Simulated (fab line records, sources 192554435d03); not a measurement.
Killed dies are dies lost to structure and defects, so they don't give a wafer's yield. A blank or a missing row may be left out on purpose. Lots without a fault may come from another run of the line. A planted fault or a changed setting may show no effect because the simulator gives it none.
Split-lot experiment | flow n5_finfet | 7 lots, 21 wafers read, on a route of 1938 steps

THE SPLIT
At N5_BEOL_M4_TRENCH_ETCH_37 (etches SiOC in C4F6/O2, target depth 55.555 nm, time 29.2 s), the setting time_s was moved away from the recipe's 29.2 s on 12 of the 21 wafers read, by -20.0% to +16.1%. The other wafers ran this setting at the recipe's value.

FROM THE SPLIT TO THE READING: what the file shows between them, 14 steps
- N5_BEOL_M4_ETCH_41: etches SiCN in CH3F/O2, target depth 29.9 nm, time 52.5 s
- N5_BEOL_M4_STRIP_97: strips in N2/H2, time 10 s
- N5_BEOL_M4_OCD_MEAS_38
- N5_BEOL_M4_HM_STRIP_39: strips TiN in peroxide tin strip, target depth 25 nm, time 158 s
- N5_BEOL_M4_SRD_40: time 30 s
- N5_BEOL_M4_ECD_50: material Cu, target thk 300 nm
- N5_BEOL_M4_ANNEAL_51: time 90 s
- N5_BEOL_M4_CMP_52: polishes, stops on SiOC, t overpolish 6.8 s, target thk 40 nm
- N5_BEOL_M4_THK_MEAS_53: measures by xrf
- N5_BEOL_M4_PRE_CLEAN_60: time 15 s
- N5_BEOL_M4_CO_CAP_55: material Co, precursor CCTBA/H2, target thk 2 nm, time 102.1 s
- N5_BEOL_M4_PRE_CLEAN_56: time 15 s
- N5_BEOL_M4_DEP_57: deposits SiCN from 3MS/NH3, target thk 8 nm, time 14 s
- N5_BEOL_M4_RS_MEAS_58: measures by four-point-probe

THE READING
SERP_M4, in ohm/um, at N5_BEOL_M4_RC_MEAS_101. Fault-free wafers of this fab line usually give 192 ohm/um, standard deviation 16 ohm/um.

wafer  | tool, chamber at the split | time_s as run, s | against the recipe | SERP_M4, ohm/um | against lot-mates on the recipe
L077.2 | rie_diel-01, 1             | 33.9             | +16.1%             | 131             | -41
L077.4 | rie_diel-01, 0             | 33.9             | +16.1%             | 147             | -25
L077.6 | rie_diel-01, 2             | 29.2             | recipe             | 172             | -
L081.2 | rie_diel-05, 2             | 29.2             | recipe             | 217             | -
L081.5 | rie_diel-05, 1             | 29.2             | recipe             | 212             | -
L081.6 | rie_diel-05, 2             | 29.2             | recipe             | 193             | -
L082.4 | rie_diel-05, 3             | 26.24            | -10.1%             | 235             | +68
L082.5 | rie_diel-05, 0             | 26.24            | -10.1%             | 235             | +68
L082.6 | rie_diel-05, 1             | 29.2             | recipe             | 167             | -
L087.1 | rie_diel-01, 3             | 27.02            | -7.5%              | 201             | +23
L087.4 | rie_diel-01, 1             | 29.2             | recipe             | 178             | -
L087.6 | rie_diel-01, 1             | 27.02            | -7.5%              | 184             | +6
L086.1 | rie_diel-01, 1             | 32.96            | +12.9%             | 141             | -48
L086.3 | rie_diel-01, 0             | 29.2             | recipe             | 189             | -
L086.6 | rie_diel-01, 1             | 32.96            | +12.9%             | 148             | -41
L090.2 | rie_diel-01, 1             | 26.32            | -9.9%              | 218             | +36
L090.3 | rie_diel-01, 0             | 29.2             | recipe             | 182             | -
L090.6 | rie_diel-01, 1             | 26.32            | -9.9%              | 229             | +47
L095.1 | rie_diel-05, 2             | 23.35            | -20.0%             | 287             | +91
L095.3 | rie_diel-05, 1             | 23.35            | -20.0%             | 278             | +82
L095.4 | rie_diel-05, 0             | 29.2             | recipe             | 196             | -

THE FIT
A straight line over all 21 wafers: SERP_M4 changes by -3.75 ohm/um for each +1% of time_s; r = -0.93; the points scatter about the line by 16 ohm/um.
The same after taking each lot's own level away (the mean of its wafers on the recipe; 21 wafers): -3.63 ohm/um for each +1%; r = -0.94; scatter 14 ohm/um.
On that fit, the largest move of time_s shifts the reading by 73 ohm/um.
The lots' own levels span 167.0 to 207.3 ohm/um, that is 2.5 times the standard deviation above.
So the lot-to-lot level changes the slope little: the two slopes agree.
Check: with one of the wafers moved furthest among these (-20.0%) left out of the fit, the line predicts +75.9 ohm/um for it against its lot-mates. It came out at +91 ohm/um against them.

THE WHOLE CHAIN: every reading that the file lists as answering this split, in the file's order
step                      | what it does                                                  | reading                                                                      | change (the file's fit)               | r (the file's)
N5_BEOL_M4_TRENCH_ETCH_37 | etches SiOC in C4F6/O2, target depth 55.555 nm, time 29.2 s   | BEOL_M4.feature_depth_nm (the simulator's own value, which no gauge read)    | +0.591 nm for each +1% of the setting | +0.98
N5_BEOL_M4_TRENCH_ETCH_37 | etches SiOC in C4F6/O2, target depth 55.555 nm, time 29.2 s   | etch.depth_nm (the simulator's own value, which no gauge read)               | +0.592 nm for each +1% of the setting | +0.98
N5_BEOL_M4_OCD_MEAS_38    |                                                               | trench_depth_nm                                                              | +0.586 nm for each +1% of the setting | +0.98
N5_BEOL_M4_CMP_52         | polishes, stops on SiOC, t overpolish 6.8 s, target thk 40 nm | Cu_of_BEOL_M4_ECD_50.thk_nm (the simulator's own value, which no gauge read) | +0.587 nm for each +1% of the setting | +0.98
N5_BEOL_M4_THK_MEAS_53    | measures by xrf                                               | M4_THK                                                                       | +0.584 for each +1% of the setting    | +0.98
N5_BEOL_M4_RS_MEAS_58     | measures by four-point-probe                                  | M4_RS                                                                        | -0.0132 for each +1% of the setting   | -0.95
N5_BEOL_M4_RC_MEAS_101    |                                                               | SERP_M4                                                                      | -3.74 for each +1% of the setting     | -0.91

THE FILE'S OWN FIT
SERP_M4 changes by -3.74 ohm/um for each +1% of time_s, r = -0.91.
